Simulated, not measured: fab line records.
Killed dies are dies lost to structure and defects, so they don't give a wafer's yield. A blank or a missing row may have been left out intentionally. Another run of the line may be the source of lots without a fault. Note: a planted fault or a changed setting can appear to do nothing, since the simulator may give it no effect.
A struck lot beside a sound one / flow n5_finfet / 16 steps out of a route of 1938
Sound: the wafers L865.3, L865.5, L865.6. Wafers struck: L860.2, L860.6. At the end, the cause is stated.
Per side, at each step with rows, come the tool, then ch with its chambers, and then its first start. Under that, the readings that differ: sound wafers / struck wafers / difference of the means / sigmas: that difference in standard deviations of wafers without a fault.
alike: a reading whose means differ by less than 2 such deviations, as well as words and numbers matching on both sides. not compared: withheld readings; readings where some wafer has no value; bounds like >300 that might hide an equal value; numbers whose values overlap and for which the record gives no deviation.
The two part at a step that has a row with sigmas, a row that says differs or no value, or rows on one side only. Numbers that have no deviation but don't overlap get no sigmas and don't part them. Lack of a reading on every wafer of one side parts them only where that side has two or more wafers.

N5_BEOL_M4_STRIP_36: strips in N2/H2.
  sound on rie_diel-01 ch 2,3, day 12 11:55; struck on rie_diel-06 ch 2,3, day 11 00:13
  alike: drypump_motor_current_A, oes_product_au, power_w, rf_vpp_V, showerhead_plenum_p_Torr, throttle_valve_pct
  not compared: rf_hours_counter_h
N5_BEOL_M4_TRENCH_ETCH_37: etches SiOC in C4F6/O2, target depth 55.555 nm, time 29.2 s.
  sound on rie_diel-01 ch 2,3; struck on rie_diel-06 ch 2,3
  alike: O2_flow_sccm, drypump_motor_current_A, oes_product_au, rf_vpp_V, showerhead_plenum_p_Torr, throttle_valve_pct
  not compared: rf_hours_counter_h
N5_BEOL_M4_ETCH_41: etches SiCN in CH3F/O2, target depth 29.9 nm, time 52.5 s.
  sound on rie_diel-01 ch 2,3; struck on rie_diel-06 ch 2,3
  alike: CH3F_flow_sccm, O2_flow_sccm, drypump_motor_current_A, oes_product_au, rf_vpp_V, showerhead_plenum_p_Torr, throttle_valve_pct
  not compared: rf_hours_counter_h
N5_BEOL_M4_STRIP_97: strips in N2/H2, time 10 s.
  sound on rie_diel-01 ch 2,3; struck on rie_diel-06 ch 2,3
  alike: drypump_motor_current_A, oes_product_au, rf_vpp_V, showerhead_plenum_p_Torr, throttle_valve_pct
  not compared: rf_hours_counter_h
N5_BEOL_M4_OCD_MEAS_38:
  sound on ocd-02 at day 12 12:07; struck on ocd-02 at day 11 00:24
  alike: trench_depth_nm
then, 4 steps without rows for these wafers: N5_BEOL_M4_HM_STRIP_39 (strips TiN in peroxide tin strip, target depth 25 nm, time 158 s); N5_BEOL_M4_SRD_40 (time 30 s); N5_BEOL_M4_PRECLEAN_42 (cleans in residue remover, time 60 s); N5_BEOL_M4_SRD_43 (time 30 s).
N5_BEOL_M4_CD_MEAS_35: target cd 18 nm, target cd y 22.4 nm.
  sound on cd_sem-03 at day 12 12:16; struck on cd_sem-02 at day 11 00:33
  alike: cd_nm
then, 1 step without rows for these wafers: N5_BEOL_M4_DEGAS_44 (time 60 s).
N5_BEOL_M4_PRE_CLEAN_45: time 30 s.
  sound on pvd_sputter-03 at day 12 12:51; struck on pvd_sputter-01 at day 11 00:52
  alike: heater_power_w
N5_BEOL_M4_ALD_84: deposits TaN, pulse time 2 s, purge time 3 s, co reactant purge time 2 s.
  sound on ald_metal-03 ch 0,1,2, day 12 12:55; struck on ald_metal-04 ch 0,1, day 11 00:56
reading=ald_cycles; sound=30 30 30; struck=28 28; difference=-2; sigmas=
  alike: heater_power_outer_w, heater_power_w, precursor_vessel_temp_c
  not compared: since_wet_clean_h
then, 1 step without rows for these wafers: N5_BEOL_M4_SURFACE_TREAT_85.
N5_BEOL_M4_RC_MEAS_101:
  sound on prober-01 ch 0, day 12 16:44; struck on prober-02 ch 0, day 11 04:39
  alike: DIBL_N, DIBL_P, IOFF_N, IOFF_P, ION_N, ION_P, SS_N, SS_P, VT_N, VT_P
-- record jumps: 4 days separate the struck wafers' starts on either side; left off in module BEOL_M4, taken up again in module PASSIVATION, whose first shown step is the route's number 1936 --
N5_PASSIVATION_PROBE_49:
  sound on prober-02 at day 17 08:29; struck on prober-01 at day 15 10:43
  alike: defect_limited_yield, killed_at_M0_to_M3, killed_at_M4_up, killed_at_contacts, killed_at_front_end, killed_at_other, killed_dies, killed_on_rim, killed_open, killed_short, sort_bin_5_function, sort_bin_6_memory, sort_n_pass, sort_yield_pct

WHERE THEY PART
Nowhere in this record.

WHY: whatever the simulator had introduced
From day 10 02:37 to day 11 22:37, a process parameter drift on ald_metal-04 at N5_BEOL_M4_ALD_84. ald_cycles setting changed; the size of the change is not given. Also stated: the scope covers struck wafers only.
